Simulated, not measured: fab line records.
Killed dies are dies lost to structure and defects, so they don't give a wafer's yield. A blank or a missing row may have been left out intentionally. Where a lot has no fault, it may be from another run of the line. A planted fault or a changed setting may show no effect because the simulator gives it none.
What tool caused it?	flow n5-finfet	45 wafers from 15 lots sampled at 2 of the route's 1938 steps

WHAT THE GAUGES SHOWED, per wafer
N5_BEOL_M15_CD_MEAS_17: the cd target is 360 nm. Usual: cd-nm 361.8 nm, standard deviation 2.4.
lot	measured	on	cd-nm (nm)	flag
L559	day 11 20:05	cd-sem-01	365.4 364.5 364.3	
L561	day 11 23:50	cd-sem-02	365.5 364.9 364.1	
L560	day 12 01:22	cd-sem-03	364.0 361.9 361.3	
L562	day 12 05:25	cd-sem-01	361.4 363.4 361.7	
L563	day 12 23:44	cd-sem-02	362.7 361.4 361.1	
L569	day 14 07:49	cd-sem-01	366.5 363.7 366.1	
L570	day 14 09:32	cd-sem-02	361.8 361.6 358.9	
L571	day 14 21:22	cd-sem-03	363.2 363.5 363.3	
L576	day 15 19:05	cd-sem-01	358.5 356.9 362.1	
L577	day 16 14:07	cd-sem-01	361.4 365.5 360.6	
L580	day 16 17:22	cd-sem-03	362.5 363.7 362.9	
L579	day 17 02:06	cd-sem-03	359.1 356.6 358.9	
L578	day 17 14:11	cd-sem-01	359.1 361.4 357.9	
L581	day 17 22:16	cd-sem-01	362.4 361.5 360.2	
L582	day 18 12:17	cd-sem-03	365.5 360.0 363.1	

TOOL THAT RAN EACH LOT (tool first, then ch and the chambers of the sampled wafers, then the start)
lot	N5_BEOL_M15_ILD_DEP_00
L559	pecvd-01 ch 0,2, day 11 18:49
L561	pecvd-02 ch 0,2, day 11 22:42
L560	pecvd-01 ch 0,1, day 12 00:06
L562	pecvd-01 ch 0,1,2, day 12 04:09
L563	pecvd-04 ch 1,2, day 12 22:28
L569	pecvd-02 ch 0,1,2, day 14 06:32
L570	pecvd-01 ch 1,2, day 14 08:16
L571	pecvd-01 ch 1,2, day 14 20:07
L576	pecvd-04 ch 0,1,2, day 15 17:57
L577	pecvd-01 ch 0,1,2, day 16 12:50
L580	pecvd-01 ch 0,1,2, day 16 14:59
L579	pecvd-02 ch 0,1, day 17 00:46
L578	pecvd-04 ch 0,2, day 17 12:55
L581	pecvd-02 ch 0,2, day 17 20:48
L582	pecvd-04 ch 0,1,2, day 18 11:09
- N5_BEOL_M15_ILD_DEP_00: deposits SiO2 from TEOS/O2, target thk 1629.3 nm, time 346.1 s.

WHAT THE TOOLS THEMSELVES READ (means of the sampled wafers that have a number; where no wafer has one, the mark that the record gives instead)
N5_BEOL_M15_ILD_DEP_00. Usual: heater-power-w 566 W, standard deviation 69; showerhead-plenum-p-Torr 8.35 Torr, standard deviation 0.034; throttle-valve-pct 18.5 %, standard deviation 1.9.
lot	tool	heater-power-w (W)	showerhead-plenum-p-Torr (Torr)	throttle-valve-pct (%)	flag
L559	pecvd-01	587	8.39	18.4	
L561	pecvd-02	540	8.34	20.1	
L560	pecvd-01	599	8.35	18.2	
L562	pecvd-01	501	8.35	17.8	
L563	pecvd-04	578	8.33	18.5	
L569	pecvd-02	567	8.35	19.4	
L570	pecvd-01	533	8.33	17.2	
L571	pecvd-01	564	8.33	17.1	
L576	pecvd-04	564	8.33	20.0	
L577	pecvd-01	584	8.36	18.1	
L580	pecvd-01	577	8.37	17.9	
L579	pecvd-02	560	8.34	17.6	
L578	pecvd-04	620	8.30	19.3	
L581	pecvd-02	605	8.33	17.9	
L582	pecvd-04	604	8.33	20.0	

THE ANSWER, worked out from the rows above alone
Rule: a lot counts as off when the mean over its wafers that have a number is more than 3 standard deviations away from the usual mean. A lot without any number at a reading at which 4 lots or more have one is off too. Any other lot the step has rows for is counted as sound. Order of review: gauges by route order, followed by the tools' own readings, for which a lot's mean as printed above is used. The first step at which some lot is off is used, and at that step the reading that is off furthest; a lot without a number counts as furthest.
Across all readings shown, no lot is off: no conclusion can be drawn from this.

WHAT THE SIMULATOR HAD INSERTED
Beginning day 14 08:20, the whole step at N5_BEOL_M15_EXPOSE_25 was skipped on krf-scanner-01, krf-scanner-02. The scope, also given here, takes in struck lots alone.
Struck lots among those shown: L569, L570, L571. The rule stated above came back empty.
